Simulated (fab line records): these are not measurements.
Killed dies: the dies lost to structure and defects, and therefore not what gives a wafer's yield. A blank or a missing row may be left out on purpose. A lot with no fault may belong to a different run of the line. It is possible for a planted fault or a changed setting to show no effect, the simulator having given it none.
One fault seen from 2 desks -- flow nandHarc -- each desk has only its own numbers; what lay behind them comes last

AT THE METROLOGY DESK
What the gauges read for every lot (on any tool): the sampled wafers with a number, averaged. Marked OUT: a lot whose mean sits more than 4 standard deviations from the usual mean, which makes it out of limits; the brackets give that distance.
Columns: A = overlayXNm at NHARC_A_M1_OVL_MEAS_10, usual -0.1 nm; B = overlayYNm at NHARC_A_M1_OVL_MEAS_10, usual -0.2 nm
lot,first seen here,A,B
L449,day 18 06:10,-0.8,-0.4
L455,day 18 21:22,-1.3,-0.7
L451,day 18 22:20,1.1,0.6
L452,day 19 07:54,-0.1,-0.0
L456,day 20 02:19,0.7,-0.4
L462,day 20 21:58,0.4,-1.5
L464,day 21 22:32,-0.7,-0.1
L466,day 22 15:41,-1.0,0.2
L467,day 22 16:31,0.1,-1.1
L465,day 22 17:37,1.5,-0.1
L470,day 23 11:47,-0.2,-0.4
L471,day 23 19:28,0.4,0.1
Finding of this desk: none of the 12 lots has anything out of limits.

DESK OF THE TOOL OWNER: lithoTrack-04
The tool's own readings at NHARC_A_M1_DEVELOP_08 (develop time 35 s): means of the sampled wafers that have a number, for each lot that ran on this tool. Marked OUT: a lot whose mean sits more than 4 standard deviations from the usual mean, which makes it out of limits; the brackets give that distance.
Columns: A = chillPlateTempC at NHARC_A_M1_DEVELOP_08, usual 23.00 C; B = resistLineTempC at NHARC_A_M1_DEVELOP_08, usual 23.01 C
lot,first seen here,A,B
L449,day 18 05:00,23.08,22.95
L455,day 18 21:00,22.94,22.95
L452,day 19 07:00,23.04,22.91
L467,day 22 16:00,22.96,23.01
L470,day 23 11:00,22.98,23.10
L471,day 23 19:00,23.00,23.00
Finding of this desk: none of the 6 lots has anything out of limits.

TAKEN TOGETHER
From the metrology desk's view, nothing was out of limits.
The desk of the tool owner found nothing out of limits.

WHAT HAD BEEN PUT IN BY THE SIMULATOR
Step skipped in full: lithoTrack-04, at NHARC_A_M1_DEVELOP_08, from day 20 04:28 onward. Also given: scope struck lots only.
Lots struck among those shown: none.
